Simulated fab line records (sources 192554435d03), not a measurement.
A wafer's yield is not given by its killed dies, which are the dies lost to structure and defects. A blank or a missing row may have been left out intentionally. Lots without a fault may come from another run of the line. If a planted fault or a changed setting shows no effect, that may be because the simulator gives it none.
Chamber matching + flow n5_finfet + N5_BEOL_M1_CO_CAP_55 on cvd_co-02 has 3 sister chambers
The step material Co, precursor CCTBA/H2, target thk 2 nm, time 102.1 s. 3 wafers are shown with their chamber, then 12 later ones without.

## WAFERS PAIRED WITH THEIR CHAMBERS
| wafer  | chamber | heater_power_w (W) |
|--------|---------|--------------------|
| L092.3 | 1       | 315                |
| L092.5 | 2       | 220                |
| L092.6 | 0       | 262                |

## WAFERS MISSING THEIR CHAMBER
| wafer  | heater_power_w (W) |
|--------|--------------------|
| L094.1 | 231                |
| L094.5 | 315                |
| L094.6 | 219                |
| L093.2 | 245                |
| L093.4 | 313                |
| L093.6 | 224                |
| L095.2 | 312                |
| L095.4 | 315                |
| L095.6 | 252                |
| L097.2 | 252                |
| L097.3 | 225                |
| L097.5 | 318                |

## CHAMBER TAKEN BY EACH
| wafer  | from the rows above     | in truth |
|--------|-------------------------|----------|
| L094.1 | 2                       | 2        |
| L094.5 | 1                       | 1        |
| L094.6 | 2                       | 2        |
| L093.2 | can't be placed: 0 or 2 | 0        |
| L093.4 | 1                       | 1        |
| L093.6 | 2                       | 2        |
| L095.2 | 1                       | 1        |
| L095.4 | 1                       | 1        |
| L095.6 | 0                       | 0        |
| L097.2 | 0                       | 0        |
| L097.3 | 2                       | 2        |
| L097.5 | 1                       | 1        |
Correctly placed: 11 of 12. From these rows, 1 cannot be placed; in 1 the true chamber is one of the candidates. Number placed wrongly: 0.
How it was worked out, from the rows above alone: a wafer's distance from a chamber is the root of the sum, over the readings, of the square of ((its reading less the chamber's mean) divided by the reading's scatter). If the next closest chamber is less than 2 further off than the closest, the wafer can't be placed; otherwise it belongs to the closest. For every chamber, the mean is computed from those of its wafers that are shown. The scatter: root of mean squared gap, hidden wafer to nearest shown wafer, with one shown wafer a chamber.
